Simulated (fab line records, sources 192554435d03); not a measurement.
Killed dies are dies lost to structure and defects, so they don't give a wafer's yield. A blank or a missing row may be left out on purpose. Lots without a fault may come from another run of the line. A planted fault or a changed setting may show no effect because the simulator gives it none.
Chamber matching | flow n5_finfet | N5_BEOL_M10_CURE_72 on uv_cure-02: 3 sister chambers
The step cures SiCOH lowk, time 120 s. 20 wafers are shown with their chamber, then 10 later ones without.

WAFERS WITH THEIR CHAMBER
wafer  | chamber | lamp_power_pct (%) | wafer_temp_C_max
L074.1 | 1       | 52.40              | 372.1
L074.3 | 1       | 52.34              | 371.9
L074.5 | 1       | 52.28              | 372.0
L077.2 | 2       | 52.30              | 371.1
L077.3 | 2       | 52.27              | 371.4
L077.4 | 2       | 52.31              | 371.7
L078.1 | 2       | 52.30              | 371.6
L078.3 | 2       | 52.33              | 372.0
L078.6 | 2       | 52.25              | 371.9
L081.1 | 2       | 52.40              | 371.6
L081.4 | 2       | 52.25              | 372.6
L081.6 | 2       | 52.29              | 372.2
L083.1 | 2       | 52.27              | 372.6
L083.2 | 2       | 52.39              | 372.0
L083.3 | 2       | 52.32              | 371.8
L087.1 | 0       | 52.33              | 372.4
L087.4 | 0       | 52.36              | 372.1
L087.5 | 0       | 52.32              | 372.0
L088.3 | 2       | 52.26              | 372.2
L088.5 | 2       | 52.20              | 372.1

SIGNATURES (means of the wafers above)
reading          | chamber 0 | chamber 1 | chamber 2 | scatter within a chamber
lamp_power_pct   | 52.3367   | 52.3400   | 52.2957   | 0.0519
wafer_temp_C_max | 372.167   | 372.000   | 371.914   | 0.379
Rule: a wafer's distance from a chamber is the root of the sum, over the readings, of the square of ((its reading less the chamber's mean) divided by the reading's scatter). The wafer belongs to the nearest chamber; if the next one is less than 2 further off, it can't be placed. The scatter: the root of (the sum of the squares of (reading less its chamber's mean) over the shown wafers, divided by (wafers less chambers)).

WAFERS WITHOUT THEIR CHAMBER
wafer  | lamp_power_pct (%) | wafer_temp_C_max
L088.6 | 52.21              | 372.0
L094.3 | 52.25              | 372.4
L094.5 | 52.31              | 371.8
L094.6 | 52.28              | 372.6
L093.1 | 52.30              | 371.6
L093.3 | 52.32              | 372.3
L093.5 | 52.22              | 371.2
L097.1 | 52.30              | 372.0
L097.3 | 52.22              | 371.9
L097.4 | 52.30              | 371.9

WHICH CHAMBER EACH WENT THROUGH
wafer  | from the rows above          | in truth
L088.6 | can't be placed: 2 or 0 or 1 | 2
L094.3 | can't be placed: 2 or 0 or 1 | 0
L094.5 | can't be placed: 2 or 1 or 0 | 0
L094.6 | can't be placed: 0 or 2 or 1 | 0
L093.1 | can't be placed: 2 or 1 or 0 | 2
L093.3 | can't be placed: 0 or 1 or 2 | 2
L093.5 | can't be placed: 2 or 1 or 0 | 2
L097.1 | can't be placed: 2 or 1 or 0 | 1
L097.3 | can't be placed: 2 or 1 or 0 | 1
L097.4 | can't be placed: 2 or 1 or 0 | 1
Placed correctly: 0 of 10. Can't be placed from these rows: 10 (the true chamber is among the candidates in 10). Placed wrongly: 0.
